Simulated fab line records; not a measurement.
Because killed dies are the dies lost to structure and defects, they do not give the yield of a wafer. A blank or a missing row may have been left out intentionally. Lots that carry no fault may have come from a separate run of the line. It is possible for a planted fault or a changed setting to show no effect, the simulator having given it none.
fab line records -- flow nand_harc
record: lots: 6, wafers: 18, last_day: 33
route steps=1302 shown A_SLIT@926 END@1302
lots that met no fault: from a run of the same line without faults
start_h: hours from the record's opening day to when the first of the lot's shown wafers began -- wait_h: time in hours since the lot's previous step -- " unchanged from the row above -- L1.1+2: a row that stands for several wafers -- - no value, or no start given -- * or withheld: withheld -- < > ~ a bound
route shown NAME@n: a module of which the file shows steps, and the number in the route of the first -- usual: mean and standard deviation over wafers with no fault -- same: alike in all rows -- chamber/n: place in a boat -- sites: per-site readings -- _std_site: their standard deviation -- _edge_site: inner sites' mean taken away from outer sites' mean -- radius_mm: how far each site lies from the wafer's centre -- mask NAME#n: copy n -- behind: tool/chamber where the wafer was last shaped -- hold: cause of the lot's hold/its duration in hours/its outcome -- device: transistor that didn't switch, given as n, p or np -- end of line: the same wafers' tests at the end of the route -- where a step has no rows: the recipe by itself -- killed: count of dies lost to structure and defects at first sort (not the wafer's yield) -- map: a wafer's dies, x killed, . not, _ none there
set.NAME: setting as actually run; set.NAME@STEP: the setting as run at that earlier step -- model.NAME: the simulator's own value behind a step, which no gauge read
lots seen at some steps along the route; tables by step, rows by wafer
services: when a tool's chamber went out of use (start_h, in hours from the record's first day, below 0 if earlier), for how many hours, and the reason
== steps ==
step: NHARC_A_SLIT_HMDS_02
recipe: time_s: 30
step: NHARC_A_SLIT_COAT_03
recipe: spin_rpm: 1500, resist_thk_nm: 90
step: NHARC_A_SLIT_SOFTBAKE_04
recipe: temp_c: 105, time_s: 55
step: NHARC_A_SLIT_EBR_05
step: NHARC_A_SLIT_EXPOSE_06
recipe: na: 1.35, dose_mj: 60.82, mask_id: SLIT
step: NHARC_A_SLIT_PEB_07
recipe: peb_temp_c: 100, peb_time_s: 65
step: NHARC_A_SLIT_DEVELOP_08
recipe: develop_time_s: 35, dev_temp_c: 23
step: NHARC_A_SLIT_CD_MEAS_09
recipe: target_cd_nm: 300, landing_energy_ev: 500
usual: cd_nm: 299.8/0.52
lot.wafer,tool,chamber,start_h,wait_h,cd_nm
L740.1,cd_sem-02,0,453.79,-,299.4
L740.3,cd_sem-02,0,453.79,-,299.8
L740.6,cd_sem-02,0,453.79,-,300.2
L742.3,cd_sem-03,0,474.84,-,300.1
L742.5,cd_sem-03,0,474.84,-,299.6
L742.6,cd_sem-03,0,474.84,-,300.4
L747.2,cd_sem-01,0,533.16,-,299.9
L747.3,cd_sem-01,0,533.16,-,300.1
L747.4,cd_sem-01,0,533.16,-,300.0
L749.2,cd_sem-03,0,541.04,-,299.9
L749.3,cd_sem-03,0,541.04,-,300.1
L749.5,cd_sem-03,0,541.04,-,300.0
L757.1,cd_sem-02,0,631.83,-,299.6
L757.4,cd_sem-02,0,631.83,-,299.0
L757.5,cd_sem-02,0,631.83,-,298.6
L761.3,cd_sem-02,0,674.82,-,300.4
L761.4,cd_sem-02,0,674.82,-,300.1
L761.6,cd_sem-02,0,674.82,-,300.7
step: NHARC_A_SLIT_OVL_MEAS_10
usual: overlay_x_nm: -0.2/0.8, overlay_y_nm: 0.0/0.82
lot.wafer,tool,chamber,start_h,wait_h,overlay_x_nm,overlay_y_nm
L740.1,overlay-01,-,453.87,-,0.7,0.0
L740.3,overlay-01,-,453.87,-,0.3,0.8
L740.6,overlay-01,-,453.87,-,0.4,0.1
L742.3,overlay-02,-,474.93,-,-0.5,1.1
L742.5,overlay-02,-,474.93,-,-1.3,0.7
L742.6,overlay-02,-,474.93,-,-0.4,1.0
L747.2,overlay-02,-,533.25,-,1.2,-1.0
L747.3,overlay-02,-,533.25,-,0.9,-0.2
L747.4,overlay-02,-,533.25,-,1.1,-0.2
L749.2,overlay-02,-,541.13,-,-1.9,0.4
L749.3,overlay-02,-,541.13,-,-2.0,0.7
L749.5,overlay-02,-,541.13,-,-2.1,0.4
L757.1,overlay-02,-,631.92,-,0.5,-0.3
L757.4,overlay-02,-,631.92,-,0.6,-0.4
L757.5,overlay-02,-,631.92,-,0.3,-0.8
L761.3,overlay-02,-,674.90,-,0.3,-0.1
L761.4,overlay-02,-,674.90,-,0.6,-0.2
L761.6,overlay-02,-,674.90,-,0.5,0.1
step: NHARC_A_SLIT_INSPECT_11
usual: raw_defect_count: 65/31
lot.wafer,tool,chamber,start_h,wait_h,raw_defect_count
L740.1,defect_inspect-02,-,453.91,0.0,70
L740.3,defect_inspect-02,-,453.91,0.0,68
L740.6,defect_inspect-02,-,453.91,0.0,72
L742.3,defect_inspect-01,-,474.96,0.0,107
L742.5,defect_inspect-01,-,474.96,0.0,107
L742.6,defect_inspect-01,-,474.96,0.0,101
L747.2,defect_inspect-01,-,533.28,0.0,93
L747.3,defect_inspect-01,-,533.28,0.0,90
L747.4,defect_inspect-01,-,533.28,0.0,77
L749.2,defect_inspect-01,-,541.17,0.0,84
L749.3,defect_inspect-01,-,541.17,0.0,84
L749.5,defect_inspect-01,-,541.17,0.0,95
L757.1,defect_inspect-02,-,631.96,0.0,98
L757.4,defect_inspect-02,-,631.96,0.0,97
L757.5,defect_inspect-02,-,631.96,0.0,92
L761.3,defect_inspect-02,-,674.94,0.0,15
L761.4,defect_inspect-02,-,674.94,0.0,15
L761.6,defect_inspect-02,-,674.94,0.0,12
step: NHARC_A_SLIT_DESCUM_14
recipe: time_s: 3, o2_flow_sccm: 200, ar_flow_sccm: 0, bias_power_w: 0, chemistry: O2
usual: drypump_motor_current_A: 5.6/0.33, oes_product_au: 1.003/0.0089, rf_vpp_V: 57.9/0.91, showerhead_plenum_p_Torr: 1.93/0.076, throttle_valve_pct: 11.310/0.0091
same: time_s: 3
lot.wafer,tool,chamber,start_h,wait_h,drypump_motor_current_A,oes_product_au,rf_hours_counter_h,rf_vpp_V,showerhead_plenum_p_Torr,throttle_valve_pct
L740.3,rie_diel-08,1,453.97,0.1,5.1,1.007,4.1,58.3,1.85,11.325
L740.1,rie_diel-08,3,453.97,0.1,6.0,1.016,5.8,58.5,2.03,11.322
L740.6,rie_diel-08,2,453.97,0.1,5.3,0.999,-,58.5,1.98,11.304
L742.3,rie_diel-08,1,475.02,0.1,5.1,1.012,6.1,57.8,1.85,11.337
L742.6,rie_diel-08,1,475.02,0.1,5.1,1.005,-,58.7,1.85,11.319
L742.5,rie_diel-08,2,475.02,0.1,5.3,0.987,-,56.8,1.98,11.303
L747.3,rie_diel-08,1,533.34,0.1,5.1,0.999,9.1,57.3,1.85,11.293
L747.4,rie_diel-08,2,533.34,0.1,5.3,0.995,10.1,58.5,1.98,11.328
L747.2,rie_diel-08,0,533.34,0.1,5.6,1.010,10.0,57.6,1.78,11.315
L749.3,rie_diel-01,3,541.23,0.1,5.6,0.997,6.1,56.0,1.89,11.322
L749.2,rie_diel-01,1,541.23,0.1,5.3,1.012,7.4,58.1,1.88,11.310
L749.5,rie_diel-01,3,541.23,0.1,5.6,1.004,-,59.0,1.89,11.310
L757.4,rie_diel-08,3,632.02,0.1,6.1,1.003,4.2,58.0,2.02,11.311
L757.1,rie_diel-08,0,632.02,0.1,5.5,1.011,3.8,56.9,1.78,11.315
L757.5,rie_diel-08,3,632.02,0.1,6.0,1.005,-,58.4,2.02,11.313
L761.4,rie_diel-03,0,675.01,0.1,5.5,1.007,1.1,57.9,1.85,11.318
L761.3,rie_diel-03,1,675.01,0.1,6.0,1.004,1.4,59.7,1.99,11.308
L761.6,rie_diel-03,0,675.01,0.1,5.5,1.010,-,57.5,1.85,11.298
step: NHARC_A_SLIT_ETCH_24
recipe: target_depth_a: 1210, time_s: 60.5, cf4_flow_sccm: 100, chf3_flow_sccm: 30, ar_flow_sccm: 0, rf_w: 500, bias_w: 200, chemistry: CF4/CHF3
usual: bias_w: 199.9/0.65, cf4_flow_sccm: 100.0/0.32, drypump_motor_current_A: 5.6/0.34, oes_product_au: 0.966/0.018, rf_vpp_V: 371.1/2.1, showerhead_plenum_p_Torr: 1.59/0.06, throttle_valve_pct: 16.802/0.0097
same: time_s: 60.5
lot.wafer,tool,chamber,start_h,wait_h,bias_w,cf4_flow_sccm,drypump_motor_current_A,oes_product_au,rf_hours_counter_h,rf_vpp_V,showerhead_plenum_p_Torr,throttle_valve_pct
L740.1,rie_diel-08,2,454.07,0.1,200.6,99.7,5.3,0.936,5.1,372.7,1.62,16.810
L740.3,rie_diel-08,3,454.07,0.1,199.9,100.2,6.0,0.951,5.9,372.7,1.66,16.807
L740.6,rie_diel-08,3,454.07,0.1,200.0,100.4,6.0,0.948,-,374.3,1.66,16.813
L742.3,rie_diel-08,3,475.13,0.1,200.2,99.8,6.0,0.920,7.6,373.7,1.66,16.816
L742.6,rie_diel-08,0,475.13,0.1,199.1,100.1,5.5,0.917,-,367.2,1.47,16.798
L742.5,rie_diel-08,1,475.13,0.1,200.6,100.2,5.1,0.933,-,369.3,1.53,16.807
L747.2,rie_diel-08,0,533.44,0.1,200.8,100.4,5.5,0.989,10.0,367.7,1.47,16.798
L747.4,rie_diel-08,1,533.44,0.1,199.9,100.4,5.1,0.975,9.1,370.0,1.53,16.799
L747.3,rie_diel-08,2,533.44,0.1,200.2,99.7,5.3,0.949,10.1,371.5,1.62,16.785
L749.3,rie_diel-01,3,541.32,0.1,200.1,100.0,5.6,0.963,6.1,370.8,1.56,16.810
L749.2,rie_diel-01,1,541.32,0.1,199.2,100.1,5.3,0.992,7.4,370.5,1.55,16.801
L749.5,rie_diel-01,2,541.32,0.1,200.3,99.9,5.8,0.971,-,373.9,1.64,16.811
L757.1,rie_diel-08,1,632.10,0.1,200.7,99.8,5.1,0.970,3.4,368.0,1.52,16.800
L757.4,rie_diel-08,3,632.10,0.1,200.6,100.2,6.0,0.958,4.2,373.7,1.66,16.817
L757.5,rie_diel-08,1,632.10,0.1,199.4,99.4,5.1,0.983,-,370.3,1.52,16.815
L761.4,rie_diel-03,3,675.09,0.1,199.4,100.2,5.7,0.959,1.3,369.8,1.55,16.802
L761.3,rie_diel-03,0,675.09,0.1,199.1,100.1,5.5,0.967,1.2,368.5,1.52,16.797
L761.6,rie_diel-03,3,675.09,0.1,199.1,100.3,5.7,0.961,-,369.9,1.55,16.814
step: NHARC_A_SLIT_ETCH_15
recipe: target_depth_a: 62000, over_etch_frac: 0.3, time_s: 1612, ion_energy_ev: 150, o2_flow_sccm: 400, cos_flow_sccm: 20, ar_flow_sccm: 0, rf_w: 500, bias_w: 300, chemistry: O2/COS
usual: bias_w: 300.0/0.9, chamber_pressure_mTorr: 20.001/0.019, drypump_motor_current_A: 5.6/0.34, oes_product_au: 1.002/0.0096, over_etch_frac: 0.3/0, rf_vpp_V: 314.6/2, showerhead_plenum_p_Torr: 3.15/0.12, throttle_valve_pct: 28.330/0.0098, time_s: 1612/0
lot.wafer,tool,chamber,start_h,wait_h,bias_w,chamber_pressure_mTorr,drypump_motor_current_A,oes_product_au,over_etch_frac,rf_hours_counter_h,rf_vpp_V,showerhead_plenum_p_Torr,throttle_valve_pct,time_s
L740.1,rie_diel-08,3,454.47,-,299.7,19.997,6.0,1.000,0.3,6.3,316.8,3.30,28.333,1612
L740.3,rie_diel-08,1,454.47,-,299.4,20.008,5.1,0.998,0.3,4.9,312.8,3.03,28.330,1612
L740.6,rie_diel-08,3,454.47,-,300.5,20.006,6.0,1.008,0.3,-,318.1,3.30,28.318,1612
L742.3,rie_diel-08,3,475.42,-,298.8,19.989,6.0,1.004,0.3,7.9,318.3,3.30,28.329,1612
L742.6,rie_diel-08,1,475.42,-,299.9,19.996,5.1,0.999,0.3,-,313.2,3.03,28.333,1612
L742.5,rie_diel-08,2,475.42,-,299.1,19.986,5.3,0.982,0.3,-,315.3,3.22,28.326,1612
L747.2,rie_diel-08,3,533.63,-,-,-,-,-,-,-,-,-,-,-
L747.3,rie_diel-08,0,533.63,-,-,-,-,-,-,-,-,-,-,-
L747.4,rie_diel-08,1,533.63,-,-,-,-,-,-,-,-,-,-,-
L749.2,rie_diel-01,1,541.63,-,-,-,-,-,-,-,-,-,-,-
L749.3,rie_diel-01,2,541.63,-,-,-,-,-,-,-,-,-,-,-
L749.5,rie_diel-01,3,541.63,-,-,-,-,-,-,-,-,-,-,-
L757.1,rie_diel-08,2,632.19,-,300.6,20.004,5.3,1.012,0.3,4.1,316.2,3.22,28.328,1612
L757.4,rie_diel-08,1,632.19,-,299.3,20.006,5.1,1.010,0.3,3.6,313.5,3.02,28.335,1612
L757.5,rie_diel-08,2,632.19,-,301.1,19.963,5.3,1.008,0.3,-,314.7,3.22,28.317,1612
L761.3,rie_diel-03,3,675.17,-,299.5,19.972,5.7,1.000,0.3,1.5,313.7,3.08,28.341,1612
L761.4,rie_diel-03,1,675.17,-,299.4,19.995,5.9,1.006,0.3,1.7,314.9,3.25,28.339,1612
L761.6,rie_diel-03,0,675.17,-,299.6,19.994,5.5,1.009,0.3,-,313.2,3.02,28.327,1612
step: NHARC_A_SLIT_ETCH_17
recipe: bias_v: 900, source_w: withheld, pressure_mtorr: 20, ar_flow_sccm: 375, c4f8_flow_sccm: 83.3, o2_flow_sccm: 41.7, time_s: 4254.5, target_depth_a: 2.03e+05, chemistry: C4F8/O2/Ar
usual: c4f8_flow_sccm: 83.32/0.25, chamber_pressure_mTorr: 20.000/0.017, drypump_motor_current_A: 5.63/0.28, oes_air_line_au: 1.000/0.02, showerhead_plenum_p_Torr: 3.73/0.22, throttle_valve_pct: 32.046/0.0096
same: time_s: 4254.5
lot.wafer,tool,chamber,start_h,wait_h,c4f8_flow_sccm,chamber_pressure_mTorr,drypump_motor_current_A,oes_air_line_au,rf_hours_counter_h,showerhead_plenum_p_Torr,throttle_valve_pct
L740.1,har_etch-01,1,458.94,-,83.11,19.991,5.52,0.982,253,3.43,32.044
L740.3,har_etch-01,1,460.14,-,83.25,20.038,5.52,0.976,-,3.43,32.049
L740.6,har_etch-01,1,461.34,-,83.60,20.018,5.51,1.000,-,3.43,32.052
L742.3,har_etch-02,1,478.61,-,83.47,20.006,5.58,0.996,-,3.91,32.062
L742.5,har_etch-02,1,479.81,-,83.65,19.999,5.60,0.987,-,3.91,32.038
L742.6,har_etch-02,0,479.81,-,83.41,19.985,6.08,1.001,-,3.91,32.045
L747.2,har_etch-02,0,537.27,-,83.16,19.998,6.07,0.995,81,3.89,32.059
L747.4,har_etch-02,1,537.27,-,83.03,19.990,5.60,1.019,-,3.89,32.045
L747.3,har_etch-02,0,537.27,-,83.14,20.014,6.08,0.987,-,3.89,32.036
L749.2,har_etch-02,1,542.48,-,83.48,19.975,5.60,1.009,84,3.89,32.040
L749.3,har_etch-02,0,544.31,-,83.28,20.020,6.10,1.003,-,3.89,32.063
L749.5,har_etch-02,0,545.52,-,83.10,19.989,6.09,0.966,-,3.89,32.047
L757.1,har_etch-02,0,633.26,-,83.25,20.026,6.06,1.022,142,3.86,32.058
L757.4,har_etch-02,0,634.47,-,83.13,19.969,6.08,0.993,-,3.86,32.042
L757.5,har_etch-02,0,635.67,-,82.83,20.017,6.06,1.016,-,3.86,32.029
L761.4,har_etch-01,0,677.48,-,83.76,20.004,5.29,1.005,-,3.41,32.042
L761.3,har_etch-01,1,677.48,-,83.15,19.984,5.51,0.979,-,3.91,32.051
L761.6,har_etch-01,0,677.48,-,83.26,19.997,5.29,1.019,-,3.41,32.047
step: NHARC_END_SORT_01
recipe: temp_c: 25
usual: killed_at_array: 52/17, killed_at_other: 0.9/1.2, killed_at_periphery: 3.9/2.7, killed_dies: 57/16, killed_open: 3.3/1.9, killed_short: 2.5/1.5
same: gross_dies: 677
lot.wafer,tool,chamber,start_h,wait_h,killed_at_array,killed_at_other,killed_at_periphery,killed_dies,killed_open,killed_short
L747.2,prober-01,0,647.89,2.8,673,2,2,677,3,1
L747.3,prober-01,0,648.70,3.1,672,2,3,677,3,2
L747.4,prober-01,0,649.51,3.4,672,1,4,677,7,2
L749.2,prober-02,0,655.62,2.8,670,3,4,677,1,4
L749.3,prober-02,0,656.42,3.1,669,2,6,677,5,2
L749.5,prober-02,0,658.03,3.7,671,3,3,677,6,2
killed by level:class
L747.2 A_SLIT:area_etch=599 A_CHANNEL_HOLE_D1:chamber_film_flake=36 A_CHANNEL_HOLE_D2:chamber_film_flake=16 A_CONTACT:chamber_film_flake=7 A_CHANNEL_FILL_D2:chamber_film_flake=4 A_DECK1_JOINT:chamber_film_flake=3 A_STAIRCASE:chamber_film_flake=3 P_STI:geometric_particle:open=1
L747.3 A_SLIT:area_etch=607 A_CHANNEL_HOLE_D1:chamber_film_flake=34 A_CONTACT:chamber_film_flake=10 A_CHANNEL_HOLE_D2:chamber_film_flake=7 A_CHANNEL_FILL_D2:chamber_film_flake=4 A_STAIRCASE:chamber_film_flake=4 A_DECK1_JOINT:chamber_film_flake=3 P_CONTACT:geometric_particle:open=1
L747.4 A_SLIT:area_etch=613 A_CHANNEL_HOLE_D1:chamber_film_flake=31 A_CHANNEL_HOLE_D2:chamber_film_flake=7 A_STAIRCASE:chamber_film_flake=5 A_CONTACT:chamber_film_flake=4 A_CHANNEL_FILL_D2:chamber_film_flake=3 P_STI:chamber_film_flake=2 P_STI:geometric_particle:open=1
L749.2 A_SLIT:area_etch=611 A_CHANNEL_HOLE_D1:chamber_film_flake=34 A_CHANNEL_HOLE_D2:chamber_film_flake=14 A_CONTACT:chamber_film_flake=3 THIN_TSV:chamber_film_flake=3 A_CHANNEL_FILL_D1:geometric_particle:short=2 P_STI:chamber_film_flake=2 A_CHANNEL_FILL_D1:chamber_film_flake=2
L749.3 A_SLIT:area_etch=607 A_CHANNEL_HOLE_D1:chamber_film_flake=37 A_CHANNEL_HOLE_D2:chamber_film_flake=11 A_CONTACT:chamber_film_flake=5 P_STI:chamber_film_flake=3 A_SLIT:chamber_film_flake=2 THIN_TSV:chamber_film_flake=2 P_GATE:geometric_particle:open=1
L749.5 A_SLIT:area_etch=612 A_CHANNEL_HOLE_D1:chamber_film_flake=40 A_CONTACT:chamber_film_flake=6 A_CHANNEL_HOLE_D2:chamber_film_flake=4 THIN_TSV:chamber_film_flake=3 A_BLC:geometric_particle:open=2 P_STI:chamber_film_flake=2 A_STAIRCASE:chamber_film_flake=2
map L747.2 (x killed, . not)
____________x____________
_________xxxxxxx_________
_______xxxxxxxxxxx_______
______xxxxxxxxxxxxx______
_____xxxxxxxxxxxxxxx_____
____xxxxxxxxxxxxxxxxx____
____xxxxxxxxxxxxxxxxx____
___xxxxxxxxxxxxxxxxxxx___
___xxxxxxxxxxxxxxxxxxx___
__xxxxxxxxxxxxxxxxxxxxx__
__xxxxxxxxxxxxxxxxxxxxx__
_xxxxxxxxxxxxxxxxxxxxxxx_
_xxxxxxxxxxxxxxxxxxxxxxx_
_xxxxxxxxxxxxxxxxxxxxxxx_
_xxxxxxxxxxxxxxxxxxxxxxx_
_xxxxxxxxxxxxxxxxxxxxxxx_
xxxxxxxxxxxxxxxxxxxxxxxxx
xxxxxxxxxxxxxxxxxxxxxxxxx
xxxxxxxxxxxxxxxxxxxxxxxxx
xxxxxxxxxxxxxxxxxxxxxxxxx
xxxxxxxxxxxxxxxxxxxxxxxxx
_xxxxxxxxxxxxxxxxxxxxxxx_
_xxxxxxxxxxxxxxxxxxxxxxx_
_xxxxxxxxxxxxxxxxxxxxxxx_
_xxxxxxxxxxxxxxxxxxxxxxx_
_xxxxxxxxxxxxxxxxxxxxxxx_
__xxxxxxxxxxxxxxxxxxxxx__
__xxxxxxxxxxxxxxxxxxxxx__
___xxxxxxxxxxxxxxxxxxx___
___xxxxxxxxxxxxxxxxxxx___
____xxxxxxxxxxxxxxxxx____
____xxxxxxxxxxxxxxxxx____
_____xxxxxxxxxxxxxxx_____
______xxxxxxxxxxxxx______
_______xxxxxxxxxxx_______
_________xxxxxxx_________
____________x____________
map L749.2 (x killed, . not)
____________x____________
_________xxxxxxx_________
_______xxxxxxxxxxx_______
______xxxxxxxxxxxxx______
_____xxxxxxxxxxxxxxx_____
____xxxxxxxxxxxxxxxxx____
____xxxxxxxxxxxxxxxxx____
___xxxxxxxxxxxxxxxxxxx___
___xxxxxxxxxxxxxxxxxxx___
__xxxxxxxxxxxxxxxxxxxxx__
__xxxxxxxxxxxxxxxxxxxxx__
_xxxxxxxxxxxxxxxxxxxxxxx_
_xxxxxxxxxxxxxxxxxxxxxxx_
_xxxxxxxxxxxxxxxxxxxxxxx_
_xxxxxxxxxxxxxxxxxxxxxxx_
_xxxxxxxxxxxxxxxxxxxxxxx_
xxxxxxxxxxxxxxxxxxxxxxxxx
xxxxxxxxxxxxxxxxxxxxxxxxx
xxxxxxxxxxxxxxxxxxxxxxxxx
xxxxxxxxxxxxxxxxxxxxxxxxx
xxxxxxxxxxxxxxxxxxxxxxxxx
_xxxxxxxxxxxxxxxxxxxxxxx_
_xxxxxxxxxxxxxxxxxxxxxxx_
_xxxxxxxxxxxxxxxxxxxxxxx_
_xxxxxxxxxxxxxxxxxxxxxxx_
_xxxxxxxxxxxxxxxxxxxxxxx_
__xxxxxxxxxxxxxxxxxxxxx__
__xxxxxxxxxxxxxxxxxxxxx__
___xxxxxxxxxxxxxxxxxxx___
___xxxxxxxxxxxxxxxxxxx___
____xxxxxxxxxxxxxxxxx____
____xxxxxxxxxxxxxxxxx____
_____xxxxxxxxxxxxxxx_____
______xxxxxxxxxxxxx______
_______xxxxxxxxxxx_______
_________xxxxxxx_________
____________x____________
== services ==
tool,chamber,start_h,hours,kind
rie_diel-08,0,450.30,-,clean
rie_diel-08,1,450.30,-,clean
rie_diel-08,2,450.30,-,clean
rie_diel-08,3,450.30,-,clean
rie_diel-01,1,452.82,4.4,repair
rie_diel-03,-,458.30,9.0,pm
rie_diel-08,0,474.80,-,clean
rie_diel-08,1,474.80,-,clean
rie_diel-08,2,474.80,-,clean
rie_diel-08,3,474.80,-,clean
rie_diel-03,3,479.77,3.1,repair
rie_diel-01,2,483.53,3.5,repair
rie_diel-08,0,499.30,-,clean
rie_diel-08,1,499.30,-,clean
rie_diel-08,2,499.30,-,clean
rie_diel-08,3,499.30,-,clean
rie_diel-08,0,523.80,-,clean
rie_diel-08,1,523.80,-,clean
rie_diel-08,2,523.80,-,clean
har_etch-02,-,529.88,2.6,repair
rie_diel-08,3,542.01,2.7,repair
rie_diel-08,-,544.80,9.0,pm
rie_diel-01,-,557.81,9.0,pm
rie_diel-03,-,635.35,9.0,pm
== key ==
first_sign: step: NHARC_A_SLIT_ETCH_15, reading: tool_record, direction: missing
effect: step: NHARC_END_SORT_01, reading: killed_dies, direction: up, sigmas: 38, usual: 57, struck: 677
more_kills_born_at: NHARC_A_SLIT_ETCH_15@rie_diel-01: 1830, NHARC_A_SLIT_ETCH_15@rie_diel-08: 1819
met_at NHARC_A_SLIT_ETCH_15
struck_wafers L747.2,L747.3,L747.4,L749.2,L749.3,L749.5
later_rows_left_out L747.2,L747.3,L747.4,L749.2,L749.3,L749.5
tester_left_out L747,L749
onset_between 475.42 533.63
fault: kind: skipped_step_whole, tool: rie_diel-01,rie_diel-08, chamber: -, onset_h: 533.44, steps: NHARC_A_SLIT_ETCH_15, scope: struck_lots_only
tester_left_out: of these lots the tester's yield and bins aren't shown, on N5 and GAA mostly nor the transistor test; their killed dies are dies lost to structure and defects alone, not to doping, threshold or leakage, so they don't give the yield
later_rows_left_out: the simulator's readings of these wafers behind a module that went badly wrong aren't trusted and aren't shown, but for the sort
